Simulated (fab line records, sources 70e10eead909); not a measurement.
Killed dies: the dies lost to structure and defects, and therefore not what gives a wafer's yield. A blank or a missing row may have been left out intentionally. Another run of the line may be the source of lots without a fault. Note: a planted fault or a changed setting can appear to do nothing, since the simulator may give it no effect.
Which of the tools did it?    flow nand-harc    13 lots (39 wafers sampled), 1 step of a 1302-step route

== WHAT THE GAUGES SHOWED, per wafer ==
NHARC_A_CHANNEL_HOLE_D1_OVL_MEAS_11.
lot   measured      on          overlay-x-nm (nm)  overlay-y-nm (nm)
L189  day 9 01:41   overlay-01  0.2 0.0 0.3        0.4 0.1 0.5
L190  day 9 11:27   overlay-01  0.3 0.4 0.2        1.0 0.9 0.6
L191  day 9 17:32   overlay-01  1.0 0.2 -0.1       -0.9 0.2 -0.1
L194  day 10 16:19  overlay-02  0.3 0.5 0.2        0.3 0.5 0.6
L193  day 10 18:22  overlay-01  -2.1 -1.2 -1.6     0.0 0.1 0.0
L196  day 11 20:11  overlay-01  1.2 1.4 1.2        0.2 0.3 0.2
L195  day 11 21:05  overlay-02  -1.1 -1.0 -1.0     -0.3 -0.1 -0.3
L201  day 14 12:32  overlay-02  0.4 0.0 -0.7       -0.3 -0.1 -0.4
L202  day 14 12:53  overlay-01  -0.7 -0.6 -0.3     0.2 0.9 0.6
L206  day 16 02:10  overlay-01  -0.3 -0.6 -0.7     -0.1 -0.1 -0.4
L209  day 17 05:19  overlay-01  1.7 1.5 1.6        0.4 0.5 0.8
L210  day 17 13:44  overlay-02  0.7 0.2 0.3        1.7 1.0 1.3
L211  day 18 00:52  overlay-02  1.2 1.1 1.4        1.2 1.0 1.0

== EACH LOT AND THE TOOL THAT RAN IT (in order: tool; ch and the chambers of the sampled wafers; start) ==
Before these readings, the record contains no process step.

== AS READ BY THE TOOLS THEMSELVES (means over the sampled wafers that have a number; for cases with no such wafer, the mark the record gives instead) ==
The record holds no such reading with a usual standard deviation.

== THE ANSWER, worked out from the rows above alone ==
Rule: the usual values come from the lots themselves. The widest of any qualifying gaps counts: lots, ordered by their means at a reading, are off when they make up no more than a third of the lots, leave a main group of 4 or more, and stand apart from it by 3 or more times the standard deviation of that group's means. Not used: any main group whose means are identical at the precision the tables above print for the reading. A lot without any number at a reading at which 4 lots or more have one is off too. Any other lot the step has rows for is counted as sound. First the gauges in route order, then the tools' own readings, where a lot's mean is used as printed above. The first step at which some lot is off is used, and at that step the reading that is off furthest; a lot without a number counts as furthest.
No lot is off on any of the readings shown, so nothing can be concluded from this.

== WHAT THE SIMULATOR HAD PUT IN ==
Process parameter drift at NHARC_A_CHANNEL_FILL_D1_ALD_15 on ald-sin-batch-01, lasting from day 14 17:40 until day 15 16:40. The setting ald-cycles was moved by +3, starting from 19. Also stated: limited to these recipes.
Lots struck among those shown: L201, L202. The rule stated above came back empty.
